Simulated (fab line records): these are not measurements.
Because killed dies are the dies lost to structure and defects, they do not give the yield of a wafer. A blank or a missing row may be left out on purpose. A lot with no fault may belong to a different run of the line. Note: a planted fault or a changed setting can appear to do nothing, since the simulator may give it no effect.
One fault seen from 2 desks | flow n5Finfet | each desk has only its own numbers; what lay behind them comes last

THE TOOL OWNER'S DESK: rieDiel-05
The tool's own readings at N5_BEOL_M1_ETCH_64 (etches SOC in N2/H2, target depth 75 nm, overetch 15 nm, time 112.5 s): means of the sampled wafers that have a number, for each lot that ran on this tool. If a lot's mean is further than 4 standard deviations from the usual mean, the lot is out of limits and carries the mark OUT (the distance appears in the brackets).
Columns: A = biasW at N5_BEOL_M1_ETCH_64, usual 150.0 W; B = drypumpMotorCurrentA at N5_BEOL_M1_ETCH_64, usual 5.9 A; C = oesProductAu at N5_BEOL_M1_ETCH_64, usual 0.62 a.u.; D = rfFwdPowerW at N5_BEOL_M1_ETCH_64, usual 836.8 W; E = rfVppV at N5_BEOL_M1_ETCH_64, usual 523 V; F = showerheadPlenumPTorr at N5_BEOL_M1_ETCH_64, usual 2.51 Torr; G = throttleValvePct at N5_BEOL_M1_ETCH_64, usual 17.76 %
lot  | first seen here | A               | B   | C    | D     | E             | F    | G
L115 | day 6 11:09     | 150.4           | 6.0 | 0.61 | 835.6 | 523           | 2.51 | 17.83
L123 | day 8 02:28     | 149.3           | 5.7 | 0.66 | 838.6 | 522           | 2.43 | 17.40
L127 | day 9 10:48     | 110.0 (-82) OUT | 5.6 | 0.66 | 835.3 | 431 (-31) OUT | 2.53 | 17.62
L129 | day 9 12:32     | 110.4 (-81) OUT | 5.8 | 0.63 | 835.7 | 429 (-31) OUT | 2.49 | 17.69
This desk's verdict: out of limits on L127, L129, starting with L127 at day 9 10:48 (biasW at N5_BEOL_M1_ETCH_64). L115, L123: within limits.

METROLOGY DESK
What the gauges read, lot by lot, whatever tool the lot ran on: means of the sampled wafers that have a number. If a lot's mean is further than 4 standard deviations from the usual mean, the lot is out of limits and carries the mark OUT (the distance appears in the brackets). Of its 10 readings 7 are shown: those that lie furthest out on some lot.
Columns: A = DIBL_N at N5_BEOL_M4_RC_MEAS_101, usual 36.2 mV/V; B = DIBL_P at N5_BEOL_M4_RC_MEAS_101, usual 36.1 mV/V; C = IOFF_P at N5_BEOL_M4_RC_MEAS_101, usual 0.22 nA/um; D = ION_N at N5_BEOL_M4_RC_MEAS_101, usual 675 uA/um; E = ION_P at N5_BEOL_M4_RC_MEAS_101, usual 465 uA/um; F = VT_N at N5_BEOL_M4_RC_MEAS_101, usual 250 mV; G = VT_P at N5_BEOL_M4_RC_MEAS_101, usual -249 mV
lot  | first seen here | A    | B    | C    | D   | E   | F   | G
L115 | day 8 07:03     | 38.0 | 37.0 | 0.23 | 689 | 468 | 248 | -250
L116 | day 8 23:46     | 35.3 | 38.0 | 0.24 | 667 | 467 | 252 | -247
L123 | day 9 21:13     | 37.1 | 38.0 | 0.25 | 680 | 463 | 247 | -245
L122 | day 10 09:42    | 37.7 | 37.4 | 0.27 | 682 | 474 | 248 | -246
L126 | day 11 05:33    | 35.2 | 35.4 | 0.25 | 675 | 474 | 250 | -245
L127 | day 11 16:47    | 36.4 | 38.9 | 0.28 | 698 | 481 | 247 | -244
L129 | day 11 22:15    | 38.3 | 37.3 | 0.25 | 687 | 470 | 245 | -246
L136 | day 13 07:56    | 37.9 | 37.8 | 0.19 | 672 | 453 | 255 | -253
L138 | day 14 02:49    | 35.4 | 35.5 | 0.17 | 665 | 453 | 255 | -255
This desk's verdict: no lot among the 9 shows anything out of limits.

PUT TOGETHER
The tool owner's desk could have raised an alarm at day 9 10:48, on L127, L129.
At the metrology desk, nothing out of limits was observed.
The metrology desk has L127, L129 on record, within its limits.
Of the lots named, all ran N5_BEOL_M1_ETCH_64 on rieDiel-05.

WHAT WAS PUT IN BY THE SIMULATOR
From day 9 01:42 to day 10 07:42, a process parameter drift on rieDiel-05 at N5_BEOL_M1_ETCH_64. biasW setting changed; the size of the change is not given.
Shown lots that were struck: L127, L129.
How many hours passed from the start of the fault until each desk's first out-of-limits reading: the tool owner's desk, 9.
